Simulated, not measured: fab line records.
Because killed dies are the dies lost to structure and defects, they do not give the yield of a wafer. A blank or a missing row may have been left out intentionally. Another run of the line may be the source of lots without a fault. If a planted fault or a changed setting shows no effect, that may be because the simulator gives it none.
The tool behind it: which one? :: flow nand-harc :: 7 lots with 21 wafers sampled at 4 steps, on a route of 1159 steps

## WHAT THE GAUGES SHOWED, per wafer
NHARC_A_ONON_D1_THK_MEAS_08: measures by ellipsometry.
lot: L276
measured: day 8 12:31
on: film-metro-01
thk-nm (nm): 1000 999 998

lot: L277
measured: day 8 20:10
on: film-metro-02
thk-nm (nm): 1004 1005 1006

lot: L280
measured: day 9 15:45
on: film-metro-01
thk-nm (nm): 1542 1542 994

lot: L281
measured: day 10 12:36
on: film-metro-01
thk-nm (nm): 1548 1547 1003

lot: L290
measured: day 12 03:13
on: film-metro-02
thk-nm (nm): 997 996 993

lot: L293
measured: day 12 12:56
on: film-metro-02
thk-nm (nm): 1013 1012 1013

lot: L295
measured: day 13 05:50
on: film-metro-02
thk-nm (nm): 1015 1015 1017

## TOOL THAT RAN EACH LOT (tool first, then ch and the chambers of the sampled wafers, then the start)
lot: L276
NHARC_P_BONDPAD_PRE_CLEAN_26: pvd-sputter-01, day 8 12:04 or earlier
NHARC_P_BONDPAD_PVD_27: pvd-sputter-01, day 8 12:04 or earlier
NHARC_A_ONON_D1_DEP_06: pecvd-onon-04 ch 0, day 8 12:04

lot: L277
NHARC_P_BONDPAD_PRE_CLEAN_26: pvd-sputter-03, day 8 19:40 or earlier
NHARC_P_BONDPAD_PVD_27: pvd-sputter-03, day 8 19:40 or earlier
NHARC_A_ONON_D1_DEP_06: pecvd-onon-02 ch 0, day 8 19:40

lot: L280
NHARC_P_BONDPAD_PRE_CLEAN_26: pvd-sputter-01, day 9 15:14 or earlier
NHARC_P_BONDPAD_PVD_27: pvd-sputter-01, day 9 15:14 or earlier
NHARC_A_ONON_D1_DEP_06: pecvd-onon-02 ch 0, day 9 15:14

lot: L281
NHARC_P_BONDPAD_PRE_CLEAN_26: pvd-sputter-02, day 10 12:09 or earlier
NHARC_P_BONDPAD_PVD_27: pvd-sputter-02, day 10 12:09 or earlier
NHARC_A_ONON_D1_DEP_06: pecvd-onon-02 ch 0, day 10 12:09

lot: L290
NHARC_P_BONDPAD_PRE_CLEAN_26: pvd-sputter-03, day 12 02:46 or earlier
NHARC_P_BONDPAD_PVD_27: pvd-sputter-03, day 12 02:46 or earlier
NHARC_A_ONON_D1_DEP_06: pecvd-onon-01 ch 0, day 12 02:46

lot: L293
NHARC_P_BONDPAD_PRE_CLEAN_26: pvd-sputter-03, day 12 12:29 or earlier
NHARC_P_BONDPAD_PVD_27: pvd-sputter-03, day 12 12:29 or earlier
NHARC_A_ONON_D1_DEP_06: pecvd-onon-01 ch 0, day 12 12:29

lot: L295
NHARC_P_BONDPAD_PRE_CLEAN_26: pvd-sputter-03, day 13 05:19 or earlier
NHARC_P_BONDPAD_PVD_27: pvd-sputter-03, day 13 05:19 or earlier
NHARC_A_ONON_D1_DEP_06: pecvd-onon-04 ch 0, day 13 05:19
- NHARC_P_BONDPAD_PRE_CLEAN_26: time 30 s.
- NHARC_P_BONDPAD_PVD_27: deposits Cu, target thk 30 nm, time 20.49 s.
- NHARC_A_ONON_D1_DEP_06: target thk 1000 nm.

## THE ANSWER, worked out from the rows above alone
Rule: the usual values come from the lots themselves. Put in order of their means at a reading, lots are off if they are a third of the lots or fewer, leave a main group of 4 or more, and stand apart from it by a gap of 3 or more times the standard deviation of the main group's means; of several such gaps the widest counts. Not used: any main group whose means are identical at the precision the tables above print for the reading. Also off: a lot with no number at a reading for which 4 or more lots have one. All remaining lots with rows at the step are treated as sound.
Off at NHARC_A_ONON_D1_THK_MEAS_08 (thk-nm): L280, L281. Mean 1006 nm and standard deviation 7.8 in the main group.
If a tool, at a process step before that reading, ran all the lots that are off and no sound lot after the first of them, it fits. Gauges at NHARC_A_ONON_D1_THK_MEAS_08: tried the same way as those tools. Because NHARC_P_BONDPAD_PRE_CLEAN_26 lacks a start for some lots, the hours and order of its lots are taken from NHARC_A_ONON_D1_DEP_06. Because NHARC_P_BONDPAD_PVD_27 lacks a start for some lots, the hours and order of its lots are taken from NHARC_A_ONON_D1_DEP_06. This does not decide it: 2 tools fit, namely pecvd-onon-02 at NHARC_A_ONON_D1_DEP_06 and film-metro-01 at NHARC_A_ONON_D1_THK_MEAS_08.

## WHAT WAS PUT IN BY THE SIMULATOR
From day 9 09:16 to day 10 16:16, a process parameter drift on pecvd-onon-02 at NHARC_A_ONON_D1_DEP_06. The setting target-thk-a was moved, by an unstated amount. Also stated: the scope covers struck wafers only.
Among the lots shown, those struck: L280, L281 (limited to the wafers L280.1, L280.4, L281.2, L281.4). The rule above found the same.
